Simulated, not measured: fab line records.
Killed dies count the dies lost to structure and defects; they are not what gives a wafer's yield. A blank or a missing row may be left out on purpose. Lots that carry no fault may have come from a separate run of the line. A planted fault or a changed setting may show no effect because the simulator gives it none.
Chamber matching + flow n5_finfet + 4 sister chambers for N5_HKMG_FIN_ALD_79 on ald_metal-03
The step deposits TiN, target thk 1.5 nm, pulse time 1 s, purge time 3 s. 20 wafers are shown with their chamber, then 10 later ones without.

== WAFERS, EACH WITH ITS CHAMBER ==
| wafer  | chamber | heater_power_w (W) | precursor_pulse_height_rel |
|--------|---------|--------------------|----------------------------|
| L074.1 | 1       | 954                | 1.023                      |
| L074.3 | 2       | 923                | 1.001                      |
| L074.5 | 0       | 914                | 1.003                      |
| L081.1 | 1       | 944                | 0.982                      |
| L081.5 | 0       | 895                | 0.996                      |
| L081.6 | 1       | 939                | 0.980                      |
| L084.1 | 3       | 918                | 0.972                      |
| L084.3 | 1       | 916                | 1.003                      |
| L084.4 | 2       | 869                | 1.010                      |
| L085.1 | 3       | 905                | 1.008                      |
| L085.2 | 1       | 934                | 1.009                      |
| L085.6 | 2       | 906                | 0.984                      |
| L086.1 | 1       | 931                | 1.022                      |
| L086.3 | 0       | 907                | 0.984                      |
| L086.5 | 2       | 897                | 0.967                      |
| L088.3 | 1       | 934                | 1.007                      |
| L088.5 | 1       | 950                | 1.001                      |
| L088.6 | 2       | 909                | 0.976                      |
| L089.1 | 2       | 885                | 1.034                      |
| L089.2 | 3       | 909                | 0.978                      |

SIGNATURES (averages over the wafers above)
| reading                    | chamber 0 | chamber 1 | chamber 2 | chamber 3 | scatter within a chamber |
|----------------------------|-----------|-----------|-----------|-----------|--------------------------|
| heater_power_w             | 905.33    | 937.75    | 898.17    | 910.67    | 13.9                     |
| precursor_pulse_height_rel | 0.99433   | 1.00337   | 0.99533   | 0.98600   | 0.019                    |
Rule: distance of a wafer from a chamber = root of the sum over the readings of ((wafer's reading minus chamber's mean) / reading's scatter) squared. The wafer belongs to the nearest chamber; if the next one is less than 2 further off, it can't be placed. The scatter: take each reading less its chamber's mean, square it, sum over the shown wafers, divide by the number of wafers less the number of chambers, and take the root.

== WAFERS WHOSE CHAMBER IS MISSING ==
| wafer  | heater_power_w (W) | precursor_pulse_height_rel |
|--------|--------------------|----------------------------|
| L089.5 | 947                | 1.029                      |
| L090.2 | 926                | 1.005                      |
| L090.4 | 911                | 0.989                      |
| L090.6 | 906                | 0.988                      |
| L093.1 | 914                | 1.022                      |
| L093.2 | 885                | 0.970                      |
| L093.3 | 890                | 1.028                      |
| L097.1 | 898                | 1.040                      |
| L097.3 | 887                | 0.975                      |
| L097.6 | 924                | 1.001                      |

== EACH ONE'S CHAMBER ==
| wafer  | from the rows above               | in truth |
|--------|-----------------------------------|----------|
| L089.5 | can't be placed: 1 or 3           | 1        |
| L090.2 | can't be placed: 1 or 3 or 0 or 2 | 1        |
| L090.4 | can't be placed: 3 or 0 or 2 or 1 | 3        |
| L090.6 | can't be placed: 0 or 3 or 2      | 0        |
| L093.1 | can't be placed: 0 or 2 or 3 or 1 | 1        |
| L093.2 | can't be placed: 2 or 0 or 3      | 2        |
| L093.3 | can't be placed: 2 or 0 or 3 or 1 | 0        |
| L097.1 | can't be placed: 2 or 0 or 3 or 1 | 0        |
| L097.3 | can't be placed: 2 or 0 or 3      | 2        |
| L097.6 | can't be placed: 1 or 3 or 0 or 2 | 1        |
Correct placement for 0 of the 10. Cannot be placed on the basis of these rows: 10; the candidates contain the true chamber in 10. 0 placed wrongly.
